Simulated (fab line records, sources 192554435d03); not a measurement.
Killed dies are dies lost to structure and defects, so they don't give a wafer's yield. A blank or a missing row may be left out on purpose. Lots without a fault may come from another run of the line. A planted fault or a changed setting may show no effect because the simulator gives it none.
fab line records | flow n5_finfet
record lots=7 wafers=21
route steps=1938 shown SDB@360 GATE_CUT@480 MOL_CONTACT_COAG@535 BEOL_M0_SAQP@636
start_h: hours from the record's first day to the start of the lot's first wafer shown | wait_h: hours since the lot's step before | " the same as in the row above | L1.1+2: a row that stands for several wafers | - no value, or no start given | * or withheld: withheld | < > ~ a bound
route shown NAME@n: a module of which the file shows steps, and the number in the route of the first | usual: mean/standard deviation of fault-free wafers | same: alike in all rows | chamber/n: place in a boat | sites: the reading at each site | _std_site: their standard deviation | _edge_site: outer sites' mean less inner sites' | radius_mm: how far each site lies from the wafer's centre | mask NAME#n: copy n | behind: the tool/chamber that last shaped the wafer | hold: why the lot was held/for how many hours/how that ended | device: the transistor (n, p or np) that didn't switch | end of line: the same wafers' tests at the end of the route | a step without rows: its recipe alone | killed: dies lost to structure and defects at the first sort, not the wafer's yield | map: a wafer's dies, x killed, . not, _ none there
set.NAME: the setting as run; set.NAME@STEP: as run at that earlier step | model.NAME: the simulator's own value behind a step, which no gauge read
lots whose settings were changed on purpose; a table a step, a row a wafer
## steps
# step N5_SDB_ETCH_17
# recipe chemistry=CF4 target=SiARC target_depth_a=234 mask_material=CAR-ArF time_s=39 ion_energy_ev=80 pressure_mtorr=40 source_w=545 bias_w=36 Ar_flow_sccm=100 cf4_flow_sccm=100 ends=cleared
# columns lot.wafer tool chamber start_h wait_h set.cf4_flow_sccm
L075.2+4+6 rie_diel-03 1,3,1 80.67 0.0 100
L076.3+4+6 rie_diel-05 2,3,1 81.13 0.0 100
L078.2+4+6 rie_diel-01 2,1,1 88.69 0.0 100
L080.3+4+6 rie_diel-01 0,3,3 103.34 0.0 100
L088.2+5 rie_diel-05 1,2 154.88 0.0 81.42
L088.6 " 0 " " 100
L090.2+3 rie_diel-01 3,0 163.53 0.0 100
L090.6 " 0 " " 93.7
L091.2+3+5 rie_diel-05 1,0,0 167.46 0.0 100
# step N5_SDB_ETCH_18
# recipe chemistry=N2/H2 target=SOC target_depth_a=1000 overetch_a=200 mask_material=SiARC temp_c=40 time_s=150 ion_energy_ev=200 pressure_mtorr=30 source_w=840 bias_w=150 n2_flow_sccm=200 h2_flow_sccm=200
# columns lot.wafer tool chamber start_h wait_h set.spin_rpm@SDB_COAT_03 model.etch.depth_nm
L075.2 rie_diel-03 1 80.71 0.0 1500 100
L075.4 " 3 " " 1500 99.42
L075.6 " 1 " " 1422 102.4
L076.3+4 rie_diel-05 2,3 81.16 0.0 1579 97.68
L076.6 " 1 " " 1579 97.87
L078.2 rie_diel-01 2 88.73 0.0 1500 99.75
L078.4 " 1 " " 1500 99.9
L078.6 " 1 " " 1500 99.85
L080.3 rie_diel-01 0 103.37 0.0 1500 99.84
L080.4 " 3 " " 1500 100.1
L080.6 " 3 " " 1500 99.91
L088.2 rie_diel-05 1 154.91 0.0 1500 99.79
L088.5 " 2 " " 1500 99.87
L088.6 " 0 " " 1500 99.85
L090.2 rie_diel-01 3 163.57 0.0 1500 100.3
L090.3 " 0 " " 1500 100.4
L090.6 " 0 " " 1500 100.5
L091.2+3 rie_diel-05 1,0 167.49 0.0 1422 102.8
L091.5 " 0 " " 1500 100.2
# step N5_SDB_STRIP_19
# recipe chemistry=N2/H2 temp_c=40 n2_flow_sccm=200 h2_flow_sccm=200 rf_frequency_hz=6e+07
# step N5_SDB_STRIP_21
# recipe chemistry=CF4 resist=SiARC power_w=300 bias_power_w=75 pressure_mtorr=50 cf4_flow_sccm=150 rf_frequency_hz=6e+07
# step N5_SDB_HM_OPEN_20
# recipe chemistry=CH3F/O2 target=SiNx mask_material=SOC target_depth_a=240 stop_on=poly-Si over_etch_frac=0.4 ion_energy_ev=120 pressure_mtorr=30 source_w=395 bias_w=73 Ar_flow_sccm=150 CH3F_flow_sccm=30 O2_flow_sccm=20
# columns lot.wafer tool chamber start_h wait_h set.spin_rpm@SDB_COAT_03 model.SOC_of_SDB_COAT_03.thk_nm
L075.2 rie_diel-03 1 80.86 0.0 1500 84.2
L075.4 " 3 " " 1500 83.6
L075.6 " 1 " " 1422 86.6
L076.3 rie_diel-05 2 81.32 0.0 1579 81.2
L076.4 " 3 " " 1579 81.6
L076.6 " 1 " " 1579 82.2
L078.2 rie_diel-01 2 88.88 0.0 1500 83.8
L078.4 " 1 " " 1500 83.6
L078.6 " 1 " " 1500 83.4
L080.3 rie_diel-01 0 103.53 0.0 1500 84.2
L080.4 " 3 " " 1500 84
L080.6 " 3 " " 1500 83.8
L088.2+5 rie_diel-05 1,2 155.07 0.0 1500 83.6
L088.6 " 0 " " 1500 83.8
L090.2 rie_diel-01 3 163.72 0.0 1500 84.4
L090.3 " 0 " " 1500 84.8
L090.6 " 0 " " 1500 85
L091.2 rie_diel-05 1 167.65 0.0 1422 86.6
L091.3 " 0 " " 1422 86.8
L091.5 " 0 " " 1500 84.2
# step N5_SDB_STRIP_22
# recipe chemistry=N2/H2 power_w=1000 temp_c=250 h2_frac=0.65 overash_fraction=0.3 pressure_mtorr=withheld n2_flow_sccm=1750 h2_flow_sccm=3250
# usual strip_time_to_endpoint_s=96.2/0.36
# columns lot.wafer tool chamber start_h wait_h set.spin_rpm@SDB_COAT_03 strip_time_to_endpoint_s
L075.2 plasma_asher-02 1 80.94 0.1 1500 96.4
L075.4 " 1 " " 1500 95.7
L075.6 " 1 " " 1422 98.6
L076.3 plasma_asher-01 1 81.44 0.1 1579 93.5
L076.4 " 0 " " 1579 93.9
L076.6 " 0 " " 1579 94.5
L078.2 plasma_asher-02 1 88.96 0.1 1500 95.9
L078.4 " 0 " " 1500 95.9
L078.6 " 1 " " 1500 95.6
L080.3 plasma_asher-02 1 103.65 0.1 1500 96.4
L080.4 " 0 " " 1500 96.2
L080.6 " 0 " " 1500 96.1
L088.2 plasma_asher-01 0 155.16 0.1 1500 95.8
L088.5 " 0 " " 1500 95.8
L088.6 " 1 " " 1500 96.1
L090.2 plasma_asher-02 0 163.81 0.1 1500 96.6
L090.3 " 1 " " 1500 96.9
L090.6 " 0 " " 1500 97.1
L091.2 plasma_asher-02 0 167.73 0.1 1422 98.7
L091.3 " 1 " " 1422 98.8
L091.5 " 0 " " 1500 96.5
# step N5_GATE_CUT_COAT_27
# recipe resist=underlayer temp_c=205 time_s=60 spin_rpm=1500 resist_thk_nm=10
# columns lot.wafer tool chamber start_h wait_h set.spin_rpm model.underlayer_of_GATE_CUT_COAT_27.thk_nm
L075.2+4+6 litho_track-02 0 - - 1500 10
L076.3 litho_track-02 0 - - 1399 10.4
L076.4+6 " 0 " " 1500 10
L078.2+6 litho_track-05 0 - - 1629 9.6
L078.4 " 0 " " 1500 10
L080.3+4+6 litho_track-02 0 - - 1500 10
L088.2 litho_track-01 0 - - 1349 10.4
L088.5 " 0 " " 1500 10
L088.6 " 0 " " 1349 10.6
L090.2+6 litho_track-02 0 - - 1500 10
L090.3 " 0 " " 1399 10.4
L091.2+3+5 litho_track-02 0 - - 1500 10
# step N5_GATE_CUT_EXPOSE_10
# recipe mask_id=GATE_CUT na=0.33 source_shape=annular sigma_inner=0.35 sigma_outer=0.8 polarization=unpolarized target_cd_nm=20 dose_mj=43.25
# columns lot.wafer tool chamber start_h wait_h mask set.dose_mj
L075.2 euv_scanner-01 0 98.38 - GATE_CUT#0 40.92
L075.4+6 " 0 " " GATE_CUT#0 43.25
L076.3+4+6 euv_scanner-02 0 99.40 - GATE_CUT#0 43.25
L078.2+4+6 euv_scanner-01 0 106.16 - GATE_CUT#0 43.25
L080.3+4+6 euv_scanner-01 0 121.59 - GATE_CUT#0 43.25
L088.2 euv_scanner-01 0 172.20 - GATE_CUT#0 43.25
L088.5+6 " 0 " " GATE_CUT#0 46.19
L090.2+3+6 euv_scanner-01 0 181.96 - GATE_CUT#0 43.25
L091.2+5 euv_scanner-02 0 185.08 - GATE_CUT#0 43.25
L091.3 " 0 " " GATE_CUT#0 44.99
# step N5_GATE_CUT_PEB_11
# recipe peb_temp_c=100 peb_time_s=60 resist=CAR-EUV
# step N5_GATE_CUT_DEVELOP_12
# recipe develop_time_s=30 developer=TMAH resist=CAR-EUV rinse_liquid=surfactant_rinse dry=air_spin dev_temp_c=23
# step N5_GATE_CUT_CD_MEAS_13
# recipe target_cd_nm=20 landing_energy_ev=500 detector=se_inlens
# usual cd_nm=19.97/0.25
# columns lot.wafer tool chamber start_h wait_h set.dose_mj@GATE_CUT_EXPOSE_10 cd_nm
L075.2 cd_sem-01 0 98.50 - 40.92 18.72
L075.4 " 0 " " 43.25 20.31
L075.6 " 0 " " 43.25 20.04
L076.3 cd_sem-02 0 99.52 - 43.25 20.05
L076.4 " 0 " " 43.25 19.89
L076.6 " 0 " " 43.25 19.93
L078.2 cd_sem-03 0 106.29 - 43.25 20.44
L078.4 " 0 " " 43.25 20.17
L078.6 " 0 " " 43.25 20.29
L080.3 cd_sem-03 0 121.71 - 43.25 19.80
L080.4 " 0 " " 43.25 20.23
L080.6 " 0 " " 43.25 20.21
L088.2 cd_sem-02 0 172.33 - 43.25 19.62
L088.5 " 0 " " 46.19 21.11
L088.6 " 0 " " 46.19 20.82
L090.2 cd_sem-01 0 182.08 - 43.25 19.86
L090.3 " 0 " " 43.25 19.71
L090.6 " 0 " " 43.25 19.88
L091.2 cd_sem-03 0 185.21 - 43.25 19.67
L091.3 " 0 " " 44.99 21.19
L091.5 " 0 " " 43.25 20.17
# step N5_GATE_CUT_DESCUM_18
# recipe chemistry=O2 time_s=7 source_power_w=50 bias_power_w=20 pressure_mtorr=20 rf_frequency_hz=2.712e+07 temp_c=40 resist=CAR-EUV o2_flow_sccm=225
# columns lot.wafer tool chamber start_h wait_h set.dose_mj@GATE_CUT_EXPOSE_10 model.GATE_CUT.cd_nm
L075.2 rie_diel-04 2 98.62 0.0 40.92 18.6
L075.4+6 " 3,2 " " 43.25 20
L076.3+6 rie_diel-02 0,3 99.72 0.1 43.25 20
L076.4 " 2 " " 43.25 19.8
L078.2+6 rie_diel-02 0,1 106.41 0.0 43.25 20.2
L078.4 " 2 " " 43.25 19.8
L080.3+4 rie_diel-06 3,0 122.30 0.5 43.25 20
L080.6 " 2 " " 43.25 20.4
L088.2 rie_diel-02 1 172.56 0.1 43.25 19.6
L088.5 " 3 " " 46.19 21
L088.6 " 1 " " 46.19 21.2
L090.2+3+6 rie_diel-06 3,2,0 182.21 0.0 43.25 20
L091.2 rie_diel-04 1 185.33 0.0 43.25 20
L091.3 " 2 " " 44.99 20.8
L091.5 " 1 " " 43.25 19.8
# step N5_GATE_CUT_ETCH_28
# recipe chemistry=N2/H2 target=underlayer target_depth_a=130 mask_material=CAR-EUV time_s=10.4 ion_energy_ev=200 pressure_mtorr=30 source_w=840 bias_w=150 n2_flow_sccm=200 h2_flow_sccm=200 ends=cleared
# columns lot.wafer tool chamber start_h wait_h set.spin_rpm@GATE_CUT_COAT_27 model.CAR-EUV_of_GATE_CUT_COAT_07.thk_nm model.etch.depth_nm
L075.2 rie_diel-04 2 98.66 0.0 1500 14.6 10.06
L075.4 " 3 " " 1500 14.4 10.02
L075.6 " 2 " " 1500 14.6 10.04
L076.3 rie_diel-02 0 99.76 0.0 1399 14.4 10.4
L076.4 " 2 " " 1500 14.8 10.04
L076.6 " 3 " " 1500 14.6 10.02
L078.2 rie_diel-02 0 106.45 0.0 1629 15 9.627
L078.4 " 2 " " 1500 14.8 10.01
L078.6 " 1 " " 1629 15.2 9.578
L080.3 rie_diel-06 3 122.33 0.0 1500 14.8 10.03
L080.4 " 0 " " 1500 14.8 10.01
L080.6 " 2 " " 1500 14.8 10
L088.2 rie_diel-02 1 172.60 0.0 1349 14 10.49
L088.5 " 3 " " 1500 14.6 9.974
L088.6 " 1 " " 1349 14.2 10.5
L090.2 rie_diel-06 3 182.24 0.0 1500 14.6 10.01
L090.3 " 2 " " 1399 14 10.34
L090.6 " 0 " " 1500 14.6 9.983
L091.2 rie_diel-04 1 185.36 0.0 1500 14.4 10
L091.3 " 2 " " 1500 14.6 9.985
L091.5 " 1 " " 1500 14.4 10.02
# step N5_GATE_CUT_ETCH_36
# recipe chemistry=CF4 target=SiARC target_depth_a=130 mask_material=CAR-EUV time_s=21.7 ion_energy_ev=80 pressure_mtorr=40 source_w=545 bias_w=36 Ar_flow_sccm=100 cf4_flow_sccm=100 ends=cleared
# columns lot.wafer tool chamber start_h wait_h set.dose_mj@GATE_CUT_EXPOSE_10 model.GATE_CUT.cd_nm
L075.2 rie_diel-04 2 98.68 0.0 40.92 18.8
L075.4 " 3 " " 43.25 20
L075.6 " 2 " " 43.25 20.2
L076.3+4 rie_diel-02 0,2 99.78 0.0 43.25 19.8
L076.6 " 3 " " 43.25 20
L078.2 rie_diel-02 0 106.47 0.0 43.25 20
L078.4 " 2 " " 43.25 19.8
L078.6 " 1 " " 43.25 20.2
L080.3+4+6 rie_diel-06 3,0,2 122.35 0.0 43.25 20.2
L088.2 rie_diel-02 1 172.62 0.0 43.25 19.4
L088.5 " 3 " " 46.19 21
L088.6 " 1 " " 46.19 21.2
L090.2 rie_diel-06 3 182.26 0.0 43.25 20
L090.3 " 2 " " 43.25 19.8
L090.6 " 0 " " 43.25 20.2
L091.2+5 rie_diel-04 1 185.38 0.0 43.25 19.8
L091.3 " 2 " " 44.99 20.8
# step N5_GATE_CUT_ETCH_37
# recipe chemistry=N2/H2 target=SOC target_depth_a=600 overetch_a=120 mask_material=SiARC temp_c=40 time_s=90 ion_energy_ev=200 pressure_mtorr=30 source_w=840 bias_w=150 n2_flow_sccm=200 h2_flow_sccm=200
# step N5_GATE_CUT_STRIP_38
# recipe chemistry=N2/H2 temp_c=40 n2_flow_sccm=200 h2_flow_sccm=200 rf_frequency_hz=6e+07
# step N5_GATE_CUT_STRIP_39
# recipe chemistry=N2/H2 temp_c=40 n2_flow_sccm=200 h2_flow_sccm=200 rf_frequency_hz=6e+07
# step N5_GATE_CUT_HM_OPEN_40
# recipe chemistry=C4F6/O2 target=SiO2 mask_material=SiARC target_depth_a=1390 time_s=85.1 ion_energy_ev=250 pressure_mtorr=30 source_w=345 bias_w=185 Ar_flow_sccm=300 C4F6_flow_sccm=10 O2_flow_sccm=10 ends=cleared
# columns lot.wafer tool chamber start_h wait_h set.dose_mj@GATE_CUT_EXPOSE_10 model.GATE_CUT.cd_nm
L075.2 rie_diel-04 2 98.79 0.0 40.92 18.6
L075.4 " 3 " " 43.25 20.4
L075.6 " 2 " " 43.25 20.2
L076.3 rie_diel-02 0 99.89 0.0 43.25 19.8
L076.4 " 2 " " 43.25 19.6
L076.6 " 3 " " 43.25 20.2
L078.2 rie_diel-02 0 106.58 0.0 43.25 20
L078.4 " 2 " " 43.25 19.8
L078.6 " 1 " " 43.25 20.2
L080.3 rie_diel-06 3 122.46 0.0 43.25 20
L080.4 " 0 " " 43.25 20.4
L080.6 " 2 " " 43.25 20.2
L088.2 rie_diel-02 1 172.73 0.0 43.25 19.2
L088.5 " 3 " " 46.19 21.2
L088.6 " 1 " " 46.19 21
L090.2 rie_diel-06 3 182.37 0.0 43.25 19.8
L090.3 " 2 " " 43.25 20
L090.6 " 0 " " 43.25 20.4
L091.2+5 rie_diel-04 1 185.49 0.0 43.25 19.8
L091.3 " 2 " " 44.99 20.6
# step N5_GATE_CUT_STRIP_41
# recipe chemistry=CF4 resist=SiARC power_w=300 bias_power_w=75 pressure_mtorr=50 cf4_flow_sccm=150 rf_frequency_hz=6e+07
# step N5_GATE_CUT_STRIP_42
# recipe chemistry=O2 power_w=400 temp_c=40 pressure_mtorr=30 rf_frequency_hz=6e+07 bias_power_w=0 overash_fraction=0.3 o2_flow_sccm=225
# step N5_GATE_CUT_ETCH_19
# recipe chemistry=CH3F/O2 target=SiNx mask_material=SiO2 target_depth_a=537 time_s=76.7 pressure_mtorr=30 source_w=395 bias_w=73 Ar_flow_sccm=150 CH3F_flow_sccm=30 O2_flow_sccm=20 ion_energy_ev=120 ends=cleared
# columns lot.wafer tool chamber start_h wait_h set.dose_mj@GATE_CUT_EXPOSE_10 model.GATE_CUT.cd_nm
L075.2 rie_diel-04 2 98.91 0.0 40.92 18.6
L075.4 " 3 " " 43.25 20.4
L075.6 " 2 " " 43.25 20.2
L076.3 rie_diel-02 0 100.01 0.0 43.25 19.8
L076.4 " 2 " " 43.25 19.6
L076.6 " 3 " " 43.25 20.2
L078.2 rie_diel-02 0 106.70 0.0 43.25 20
L078.4 " 2 " " 43.25 19.6
L078.6 " 1 " " 43.25 20.2
L080.3 rie_diel-06 3 122.58 0.0 43.25 20
L080.4 " 0 " " 43.25 20.4
L080.6 " 2 " " 43.25 20.2
L088.2 rie_diel-02 1 172.85 0.0 43.25 19.2
L088.5 " 3 " " 46.19 21.2
L088.6 " 1 " " 46.19 21
L090.2 rie_diel-06 3 182.49 0.0 43.25 19.8
L090.3 " 2 " " 43.25 20
L090.6 " 0 " " 43.25 20.6
L091.2+5 rie_diel-04 1 185.61 0.0 43.25 20
L091.3 " 2 " " 44.99 20.6
# step N5_MOL_CONTACT_COAG_CONTACT_ETCH_14
# recipe chemistry=C4F6/O2 target=SiO2 target_depth_a=275 overetch_a=85 mask_material=SOC pressure_mtorr=30 source_w=370 bias_w=185 Ar_flow_sccm=300 C4F6_flow_sccm=16 O2_flow_sccm=10 time_s=20 ion_energy_ev=259.6
# usual rf_vpp_V=692/3.6
# columns lot.wafer tool chamber start_h wait_h set.source_w rf_vpp_V
L075.2 rie_diel-03 2 103.79 0.0 370 695
L075.4 " 2 " " 370 695
L075.6 " 0 " " 370 690
L076.3 rie_diel-03 2 104.64 0.0 370 693
L076.4 " 0 " " 370 689
L076.6 " 2 " " 370 695
L078.2 rie_diel-03 0 111.52 0.0 352.5 701
L078.4 " 1 " " 370 696
L078.6 " 2 " " 370 695
L080.3 rie_diel-03 2 126.27 0.0 370 694
L080.4 " 0 " " 370 692
L080.6 " 2 " " 370 694
L088.2 rie_diel-01 3 176.78 0.0 370 685
L088.5 " 0 " " 370 690
L088.6 " 1 " " 323.8 714
L090.2 rie_diel-01 2 189.93 0.0 429 668
L090.3 " 3 " " 370 686
L090.6 " 2 " " 370 695
L091.2 rie_diel-05 0 190.17 0.0 330.7 715
L091.3 " 1 " " 370 691
L091.5 " 2 " " 370 697
# step N5_MOL_CONTACT_COAG_VIA_ETCH_46
# recipe chemistry=C4F6/O2 target_depth_a=460 overetch_a=92 mask_material=SOC target=SiO2 bias_w=455 pressure_mtorr=10 time_s=40 source_w=325 Ar_flow_sccm=300 C4F6_flow_sccm=10 O2_flow_sccm=10 ion_energy_ev=575.3 ends=end_point
# usual rf_vpp_V=1573/27
# columns lot.wafer tool chamber start_h wait_h set.bias_w rf_vpp_V
L075.2 rie_diel-05 3 116.29 0.0 455 1578
L075.4 " 0 " " 455 1555
L075.6 " 3 " " 376.2 1368
L076.3 rie_diel-03 3 117.40 0.0 455 1626
L076.4 " 0 " " 509.1 1720
L076.6 " 1 " " 509.1 1688
L078.2 rie_diel-01 3 120.11 0.0 375.3 1362
L078.4 " 2 " " 375.3 1404
L078.6 " 3 " " 455 1573
L080.3 rie_diel-03 0 136.74 0.0 455 1582
L080.4 " 1 " " 455 1553
L080.6 " 2 " " 455 1539
L088.2 rie_diel-01 2 189.58 0.0 455 1623
L088.5 " 2 " " 455 1622
L088.6 " 3 " " 455 1575
L090.2 rie_diel-03 1 198.94 0.0 517.9 1709
L090.3 " 2 " " 517.9 1698
L090.6 " 0 " " 455 1581
L091.2 rie_diel-03 0 199.40 0.0 508.8 1717
L091.3 " 2 " " 508.8 1673
L091.5 " 0 " " 455 1582
# step N5_BEOL_M0_SAQP_PECVD_96
# recipe material=a-Si target_thk_a=450 temp_c=350 precursor=SiH4/He pressure_torr=3 rf_w=100 time_s=45.2
# columns lot.wafer tool chamber start_h wait_h set.time_s model.a-Si_of_BEOL_M0_SAQP_PECVD_96.thk_nm
L075.2 pecvd-04 2 125.49 0.0 45.2 44.8
L075.4 " 1 " " 45.2 45
L075.6 " 0 " " 45.2 45.6
L076.3 pecvd-04 1 126.43 0.0 45.2 44.6
L076.4 " 2 " " 45.2 45.6
L076.6 " 1 " " 45.2 45.8
L078.2 pecvd-02 2 131.46 0.0 45.2 44.6
L078.4 " 0 " " 45.2 45.4
L078.6 " 2 " " 45.2 44.8
L080.3 pecvd-01 2 142.92 0.0 45.2 45.4
L080.4 " 1 " " 45.2 45.2
L080.6 " 2 " " 45.2 44.8
L088.2 pecvd-01 0 196.57 0.0 45.2 44.6
L088.5 " 1 " " 51 51.6
L088.6 " 0 " " 45.2 45.2
L090.2 pecvd-04 0 204.89 0.0 45.2 44.8
L090.3 " 2 " " 50.99 50.8
L090.6 " 2 " " 45.2 45.6
L091.2 pecvd-04 0 208.08 0.0 45.2 45.8
L091.3 " 2 " " 45.2 45.4
L091.5 " 0 " " 45.2 46
## key
split step=N5_SDB_ETCH_17 setting=cf4_flow_sccm stated=100 by=wafer
response none clear
split step=N5_GATE_CUT_COAT_27 setting=spin_rpm stated=1500 by=wafer
response step=N5_GATE_CUT_COAT_27 reading=model.underlayer_of_GATE_CUT_COAT_27.thk_nm change=-0.0521 per=1% r=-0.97
response step=N5_GATE_CUT_ETCH_28 reading=model.CAR-EUV_of_GATE_CUT_COAT_07.thk_nm change=+0.0514 per=1% r=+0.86
response step=N5_GATE_CUT_ETCH_28 reading=model.etch.depth_nm change=-0.051 per=1% r=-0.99
split step=N5_GATE_CUT_EXPOSE_10 setting=dose_mj stated=43.25 by=wafer
response step=N5_GATE_CUT_CD_MEAS_13 reading=cd_nm change=+0.241 per=1% r=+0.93
response step=N5_GATE_CUT_DESCUM_18 reading=model.GATE_CUT.cd_nm change=+0.234 per=1% r=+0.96
response step=N5_GATE_CUT_ETCH_36 reading=model.GATE_CUT.cd_nm change=+0.247 per=1% r=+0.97
response step=N5_GATE_CUT_HM_OPEN_40 reading=model.GATE_CUT.cd_nm change=+0.277 per=1% r=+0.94
response step=N5_GATE_CUT_ETCH_19 reading=model.GATE_CUT.cd_nm change=+0.268 per=1% r=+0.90
split step=N5_MOL_CONTACT_COAG_CONTACT_ETCH_14 setting=source_w stated=370 by=wafer
response step=N5_MOL_CONTACT_COAG_CONTACT_ETCH_14 reading=rf_vpp_V change=-1.74 per=1% r=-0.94
split step=N5_MOL_CONTACT_COAG_VIA_ETCH_46 setting=bias_w stated=455 by=wafer
response step=N5_MOL_CONTACT_COAG_VIA_ETCH_46 reading=rf_vpp_V change=+9.93 per=1% r=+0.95
split step=N5_BEOL_M0_SAQP_PECVD_96 setting=time_s stated=45.2 by=wafer
response step=N5_BEOL_M0_SAQP_PECVD_96 reading=model.a-Si_of_BEOL_M0_SAQP_PECVD_96.thk_nm change=+0.48 per=1% r=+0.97
split outside_this_file step=N5_SDB_COAT_03 setting=spin_rpm
# split outside_this_file: this setting was split too, and the file shows its column; the key of that split is in another file
